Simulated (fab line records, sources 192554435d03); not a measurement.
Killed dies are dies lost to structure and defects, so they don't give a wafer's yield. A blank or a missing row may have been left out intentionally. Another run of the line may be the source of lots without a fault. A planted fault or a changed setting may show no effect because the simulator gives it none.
fab line records | flow n5_finfet | part 2 of 2: steps 24 to 30 of 30
record: lots: 5 | wafers: 15 | last_day: 18
route steps=1938 shown DUMMY_REMOVAL@380 HKMG_FIN@385
lots with no fault: from the same line, run without faults
start_h: start of the lot's first displayed wafer, in hours after the record's first day | wait_h: hours from the lot's prior step to this one | " unchanged from the row above | L1.1+2: a single row standing in for several wafers | - no value, or no start given | * or withheld: withheld | < > ~ a bound
route shown NAME@n: NAME is a module with steps in the file, n the number in the route of the first one | usual: mean and standard deviation over wafers with no fault | same: alike in all rows | chamber/n: place in a boat | sites: per-site readings | _std_site: the standard deviation of these | _edge_site: the outer-site mean with the inner-site mean subtracted | radius_mm: for every site, how far away it sits from the centre of the wafer | mask NAME#n: copy n | behind: the most recent tool/chamber to have shaped the wafer | hold: what put the lot on hold/how long, in hours/how the hold closed | device: transistor that didn't switch, given as n, p or np | end of line: the tests these same wafers got at the end of their route | a step given without rows: its recipe and nothing more | killed: not the wafer's yield, but the dies lost to structure and defects at the first sort | map: dies across one wafer; x = killed, . = not, _ = none there
set.NAME: the run value of the setting; set.NAME@STEP: its run value at that earlier step | model.NAME: the simulator's own value behind a step, which no gauge read
certain route steps with their lots: each step a table, each wafer a row
services: the hour from which a tool's chamber was out of use, counted from the record's first day as start_h (under 0 if before that day), plus the number of hours and why
== steps ==
step: N5_HKMG_FIN_ETCH_55
recipe: chemistry: N2/H2 | target: SOC | target_depth_a: 2400 | temp_c: 40 | time_s: 300 | ion_energy_ev: 200 | mask_material: SiARC | pressure_mtorr: 30 | source_w: 840 | bias_w: 150 | n2_flow_sccm: 200 | h2_flow_sccm: 200
usual: bias_w: 149.9/0.41 | drypump_motor_current_A: 5.8/0.4 | oes_product_au: 0.76/0.11 | rf_vpp_V: 523.9/3 | showerhead_plenum_p_Torr: 2.56/0.1 | throttle_valve_pct: 17.86/0.25
lot.wafer | tool        | chamber | start_h | wait_h | bias_w | drypump_motor_current_A | oes_product_au | rf_hours_counter_h | rf_vpp_V | showerhead_plenum_p_Torr | throttle_valve_pct
L077.1    | rie_diel-02 | 0       | 96.18   | 0.0    | 149.5  | 6.2                     | 0.70           | 180                | 522.2    | 2.44                     | 17.72
L077.5    | "           | 3       | "       | "      | 149.7  | 6.6                     | 0.69           | -                  | 524.0    | 2.54                     | 17.78
L077.6    | "           | 2       | "       | "      | 149.7  | 5.6                     | 0.71           | -                  | 522.2    | 2.54                     | 18.12
L086.1    | rie_diel-04 | 1       | 150.75  | 0.0    | 150.2  | 5.5                     | 0.69           | 213                | 526.9    | 2.63                     | 17.69
L086.3    | "           | 0       | "       | "      | 150.1  | 5.6                     | 0.88           | 37                 | 525.7    | 2.72                     | 17.89
L086.5    | "           | 1       | "       | "      | 150.0  | 5.5                     | 0.70           | -                  | 526.1    | 2.63                     | 17.71
L092.1    | rie_diel-05 | 1       | 185.45  | 0.0    | 149.4  | 6.2                     | 0.74           | 158                | 525.9    | 2.64                     | 17.86
L092.3    | "           | 3       | "       | "      | 150.5  | 5.6                     | 0.94           | 24                 | 521.6    | 2.50                     | 18.05
L092.5    | "           | 2       | "       | "      | 150.0  | 5.5                     | 0.70           | -                  | 516.7    | 2.32                     | 17.74
L094.4    | rie_diel-05 | 2       | 193.48  | 0.0    | 149.4  | 5.4                     | 0.71           | 177                | 516.0    | 2.32                     | 17.73
L094.5    | "           | 3       | "       | "      | 150.2  | 5.6                     | 0.93           | -                  | 522.7    | 2.49                     | 18.07
L094.6    | "           | 0       | "       | "      | 150.0  | 5.1                     | 0.94           | -                  | 525.7    | 2.62                     | 17.37
L096.1    | rie_diel-02 | 3       | 209.72  | 0.0    | 149.9  | 6.5                     | 0.67           | 219                | 523.3    | 2.52                     | 17.84
L096.4    | "           | 0       | "       | "      | 149.6  | 6.1                     | 0.67           | -                  | 521.4    | 2.42                     | 17.79
L096.6    | "           | 3       | "       | "      | 150.1  | 6.6                     | 0.66           | -                  | 522.4    | 2.52                     | 17.83
step: N5_HKMG_FIN_STRIP_56
recipe: chemistry: N2/H2 | temp_c: 40 | n2_flow_sccm: 200 | h2_flow_sccm: 200 | rf_frequency_hz: 6e+07
lot.wafer  | tool        | chamber | start_h | wait_h
L077.1+5+6 | rie_diel-02 | 0,3,2   | 96.36   | 0.1
L086.1+3+5 | rie_diel-04 | 1,0,1   | 150.93  | 0.1
L092.1+3+5 | rie_diel-05 | 1,3,2   | 185.63  | 0.1
L094.4+5+6 | rie_diel-05 | 2,3,0   | 193.66  | 0.1
L096.1+4+6 | rie_diel-02 | 3,0,3   | 209.90  | 0.1
step: N5_HKMG_FIN_STRIP_57
recipe: chemistry: CF4 | resist: SiARC | power_w: 300 | bias_power_w: 75 | pressure_mtorr: 50 | cf4_flow_sccm: 150 | rf_frequency_hz: 6e+07
usual: bias_power_w: 75.00/0.2 | drypump_motor_current_A: 5.8/0.4 | oes_product_au: 0.76/0.096 | rf_vpp_V: 271.1/1.6 | showerhead_plenum_p_Torr: 1.80/0.073 | throttle_valve_pct: 13.53/0.23
lot.wafer | tool        | chamber | start_h | wait_h | bias_power_w | drypump_motor_current_A | oes_product_au | rf_hours_counter_h | rf_vpp_V | showerhead_plenum_p_Torr | throttle_valve_pct
L077.1    | rie_diel-02 | 0       | 96.37   | 0.0    | 74.96        | 6.1                     | 0.71           | 180                | 270.6    | 1.71                     | 13.42
L077.5    | "           | 3       | "       | "      | 75.12        | 6.5                     | 0.72           | -                  | 270.7    | 1.76                     | 13.25
L077.6    | "           | 2       | "       | "      | 75.26        | 5.6                     | 0.71           | -                  | 270.4    | 1.79                     | 13.83
L086.1    | rie_diel-04 | 1       | 150.94  | 0.0    | 75.19        | 5.5                     | 0.70           | 213                | 272.0    | 1.84                     | 13.43
L086.3    | "           | 0       | "       | "      | 75.10        | 5.6                     | 0.87           | 37                 | 273.1    | 1.92                     | 13.59
L086.5    | "           | 1       | "       | "      | 75.16        | 5.4                     | 0.69           | -                  | 271.7    | 1.84                     | 13.45
L092.1    | rie_diel-05 | 1       | 185.64  | 0.0    | 74.91        | 6.1                     | 0.75           | 158                | 273.4    | 1.88                     | 13.77
L092.3    | "           | 3       | "       | "      | 74.58        | 5.5                     | 0.90           | 24                 | 269.7    | 1.77                     | 13.60
L092.5    | "           | 2       | "       | "      | 75.28        | 5.4                     | 0.73           | -                  | 269.5    | 1.66                     | 13.58
L094.4    | rie_diel-05 | 2       | 193.67  | 0.0    | 75.04        | 5.5                     | 0.73           | 177                | 268.3    | 1.66                     | 13.58
L094.5    | "           | 3       | "       | "      | 75.45        | 5.5                     | 0.89           | -                  | 271.0    | 1.76                     | 13.62
L094.6    | "           | 0       | "       | "      | 75.17        | 5.1                     | 0.91           | -                  | 271.1    | 1.83                     | 13.07
L096.1    | rie_diel-02 | 3       | 209.91  | 0.0    | 74.94        | 6.5                     | 0.69           | 219                | 271.4    | 1.75                     | 13.31
L096.4    | "           | 0       | "       | "      | 74.91        | 6.1                     | 0.68           | -                  | 269.8    | 1.70                     | 13.51
L096.6    | "           | 3       | "       | "      | 74.92        | 6.5                     | 0.69           | -                  | 269.5    | 1.75                     | 13.34
step: N5_HKMG_FIN_ETCH_58
recipe: chemistry: N2/H2 | target: SOC | target_depth_a: 2158 | ion_energy_ev: 50 | bias_w: 13 | time_s: 741 | pressure_mtorr: 30 | source_w: 875 | n2_flow_sccm: 200 | h2_flow_sccm: 200
usual: bias_w: 12.99/0.037 | drypump_motor_current_A: 5.8/0.4 | oes_product_au: 0.76/0.11 | rf_vpp_V: 99.1/1.1 | showerhead_plenum_p_Torr: 2.55/0.1 | throttle_valve_pct: 17.82/0.25
lot.wafer | tool        | chamber | start_h | wait_h | bias_w | drypump_motor_current_A | oes_product_au | rf_hours_counter_h | rf_vpp_V | showerhead_plenum_p_Torr | throttle_valve_pct
L077.1    | rie_diel-02 | 0       | 96.39   | 0.0    | 12.96  | 6.1                     | 0.70           | 180                | 97.8     | 2.44                     | 17.69
L077.5    | "           | 3       | "       | "      | 12.97  | 6.6                     | 0.69           | -                  | 99.3     | 2.54                     | 17.73
L077.6    | "           | 2       | "       | "      | 12.97  | 5.6                     | 0.71           | -                  | 98.6     | 2.54                     | 18.06
L086.1    | rie_diel-04 | 1       | 150.96  | 0.0    | 12.97  | 5.5                     | 0.70           | 213                | 99.2     | 2.63                     | 17.65
L086.3    | "           | 0       | "       | "      | 12.91  | 5.6                     | 0.88           | 37                 | 101.0    | 2.72                     | 17.85
L086.5    | "           | 1       | "       | "      | 12.98  | 5.5                     | 0.70           | -                  | 99.9     | 2.63                     | 17.65
L092.1    | rie_diel-05 | 1       | 185.66  | 0.0    | 13.02  | 6.1                     | 0.75           | 158                | 100.4    | 2.64                     | 17.84
L092.3    | "           | 3       | "       | "      | 13.00  | 5.5                     | 0.94           | 24                 | 100.6    | 2.50                     | 18.00
L092.5    | "           | 2       | "       | "      | 13.03  | 5.4                     | 0.71           | -                  | 97.4     | 2.32                     | 17.69
L094.4    | rie_diel-05 | 2       | 193.69  | 0.0    | 12.92  | 5.5                     | 0.71           | 177                | 97.8     | 2.32                     | 17.71
L094.5    | "           | 3       | "       | "      | 12.99  | 5.6                     | 0.93           | -                  | 99.0     | 2.50                     | 18.01
L094.6    | "           | 0       | "       | "      | 13.03  | 5.2                     | 0.95           | -                  | 98.6     | 2.62                     | 17.33
L096.1    | rie_diel-02 | 3       | 209.93  | 0.0    | 12.99  | 6.6                     | 0.67           | 219                | 99.0     | 2.52                     | 17.80
L096.4    | "           | 0       | "       | "      | 13.01  | 6.1                     | 0.69           | -                  | 98.1     | 2.42                     | 17.75
L096.6    | "           | 3       | "       | "      | 12.98  | 6.5                     | 0.67           | -                  | 100.7    | 2.52                     | 17.80
step: N5_HKMG_FIN_STRIP_93
recipe: chemistry: N2/H2 | material: SOC | time_s: 20 | power_w: 500 | temp_c: 40 | pressure_mtorr: 50 | rf_frequency_hz: 6e+07 | bias_power_w: 8 | h2_frac: 0.5 | n2_flow_sccm: 300 | h2_flow_sccm: 300
usual: bias_power_w: 8.001/0.025 | drypump_motor_current_A: 5.8/0.4 | oes_product_au: 0.76/0.11 | rf_vpp_V: 54.3/0.82 | showerhead_plenum_p_Torr: 3.37/0.13 | throttle_valve_pct: 19.2/0.39
lot.wafer | tool        | chamber | start_h | wait_h | bias_power_w | drypump_motor_current_A | oes_product_au | rf_hours_counter_h | rf_vpp_V | showerhead_plenum_p_Torr | throttle_valve_pct
L077.1    | rie_diel-02 | 0       | 96.82   | 0.2    | 7.998        | 6.1                     | 0.72           | 181                | 54.7     | 3.22                     | 18.7
L077.5    | "           | 3       | "       | "      | 7.979        | 6.6                     | 0.70           | -                  | 55.9     | 3.35                     | 19.4
L077.6    | "           | 2       | "       | "      | 7.963        | 5.6                     | 0.72           | -                  | 53.8     | 3.35                     | 19.3
L086.1    | rie_diel-04 | 1       | 151.38  | 0.2    | 7.987        | 5.5                     | 0.70           | 214                | 54.1     | 3.47                     | 18.8
L086.3    | "           | 0       | "       | "      | 7.945        | 5.6                     | 0.88           | 38                 | 54.3     | 3.59                     | 19.0
L086.5    | "           | 1       | "       | "      | 7.969        | 5.5                     | 0.71           | -                  | 54.0     | 3.47                     | 18.8
L092.1    | rie_diel-05 | 1       | 186.08  | 0.2    | 7.990        | 6.2                     | 0.75           | 158                | 53.9     | 3.48                     | 18.9
L092.3    | "           | 3       | "       | "      | 8.003        | 5.5                     | 0.95           | 24                 | 54.1     | 3.30                     | 19.7
L092.5    | "           | 2       | "       | "      | 8.023        | 5.5                     | 0.71           | -                  | 53.8     | 3.08                     | 18.8
L094.4    | rie_diel-05 | 2       | 194.11  | 0.2    | 8.016        | 5.5                     | 0.70           | 178                | 53.3     | 3.08                     | 18.8
L094.5    | "           | 3       | "       | "      | 7.996        | 5.5                     | 0.93           | -                  | 54.2     | 3.30                     | 19.7
L094.6    | "           | 0       | "       | "      | 7.991        | 5.1                     | 0.97           | -                  | 53.9     | 3.45                     | 18.5
L096.1    | rie_diel-02 | 3       | 210.35  | 0.2    | 7.999        | 6.5                     | 0.67           | 219                | 53.2     | 3.33                     | 19.5
L096.4    | "           | 0       | "       | "      | 7.995        | 6.1                     | 0.70           | -                  | 54.4     | 3.20                     | 18.8
L096.6    | "           | 3       | "       | "      | 7.945        | 6.6                     | 0.68           | -                  | 55.4     | 3.33                     | 19.5
step: N5_HKMG_FIN_WET_ETCH_76
recipe: chemistry: dNH4OH | mix: 1:50 | temp_c: 25 | target: Al2O3 | stop_on: La2O3 | target_depth_nm: 2.25 | dry: ipa_marangoni | rinse_time_s: 30 | rinse_temp_c: 23
same: rinse_time_s: 30
lot.wafer  | tool         | chamber | start_h | wait_h
L077.1+5+6 | wet_bench-04 | 6,0,7   | 96.90   | 0.1
L086.1+3+5 | wet_bench-03 | 0,1,5   | 151.47  | 0.1
L092.1+3+5 | wet_bench-06 | 1,0,7   | 186.17  | 0.1
L094.4+5+6 | wet_bench-04 | 0,5,7   | 194.20  | 0.1
L096.1+4+6 | wet_bench-06 | 7,3,5   | 210.44  | 0.1
step: N5_HKMG_FIN_STRIP_60
recipe: chemistry: N2/H2 | power_w: 2500 | temp_c: 300 | h2_frac: 0.65 | time_s: 360 | pressure_mtorr: withheld | n2_flow_sccm: 1750 | h2_flow_sccm: 3250
usual: drypump_motor_current_A: 5.54/0.17 | heater_power_w: 477/39
lot.wafer | tool            | chamber | start_h | wait_h | drypump_motor_current_A | heater_power_w | rf_hours_counter_h
L077.1    | plasma_asher-01 | 1       | 96.97   | 0.0    | 5.71                    | 433            | 40
L077.5    | "               | 1       | "       | "      | 5.72                    | 439            | -
L077.6    | "               | 0       | "       | "      | 5.30                    | 516            | -
L086.1    | plasma_asher-02 | 1       | 151.54  | 0.0    | 5.56                    | 483            | 100
L086.3    | "               | 1       | "       | "      | 5.56                    | 491            | -
L086.5    | "               | 0       | "       | "      | 5.61                    | 473            | -
L092.1    | plasma_asher-01 | 1       | 186.23  | 0.0    | 5.70                    | 418            | 58
L092.3    | "               | 1       | "       | "      | 5.70                    | 428            | -
L092.5    | "               | 0       | "       | "      | 5.28                    | 523            | -
L094.4    | plasma_asher-01 | 1       | 194.39  | 0.1    | 5.69                    | 420            | -
L094.5    | "               | 0       | "       | "      | 5.26                    | 529            | -
L094.6    | "               | 1       | "       | "      | 5.68                    | 429            | -
L096.1    | plasma_asher-01 | 0       | 210.50  | 0.0    | 5.29                    | 531            | 63
L096.4    | "               | 1       | "       | "      | 5.71                    | 428            | -
L096.6    | "               | 1       | "       | "      | 5.69                    | 426            | -
== services ==
tool            | chamber | start_h | hours | kind
arfi_scanner-02 | -       | 73.40   | 1.3   | pm
arfi_scanner-02 | -       | 81.38   | 0.8   | pm
rie_diel-04     | 1       | 84.16   | 5.7   | repair
arfi_scanner-01 | -       | 84.88   | 0.8   | pm
ald_hk-01       | -       | 91.11   | 2.8   | pm
ald_hk-03       | -       | 91.18   | 1.6   | repair
arfi_scanner-01 | -       | 92.57   | 0.8   | repair
arfi_scanner-02 | -       | 93.67   | 2.2   | repair
arfi_scanner-02 | -       | 96.36   | 1.0   | pm
wet_bench-05    | -       | 100.65  | 3.1   | repair
arfi_scanner-02 | -       | 100.70  | 0.8   | pm
arfi_scanner-01 | -       | 125.65  | 1.3   | pm
rie_diel-05     | -       | 138.50  | 4.3   | pm
rie_diel-04     | 3       | 143.18  | 13.8  | repair
arfi_scanner-01 | -       | 160.12  | 6.7   | repair
rie_diel-05     | -       | 164.14  | 0.3   | repair
rie_diel-05     | -       | 171.64  | 2.2   | repair
rie_diel-02     | 3       | 173.21  | 5.4   | repair
rie_diel-04     | 1       | 175.48  | 62.1  | repair
arfi_scanner-02 | -       | 189.07  | 0.7   | repair
arfi_scanner-01 | -       | 190.00  | 1.0   | pm
arfi_scanner-02 | -       | 198.90  | 1.3   | pm
rie_diel-05     | 3       | 201.47  | 13.7  | repair
wet_bench-05    | -       | 202.72  | 2.0   | repair
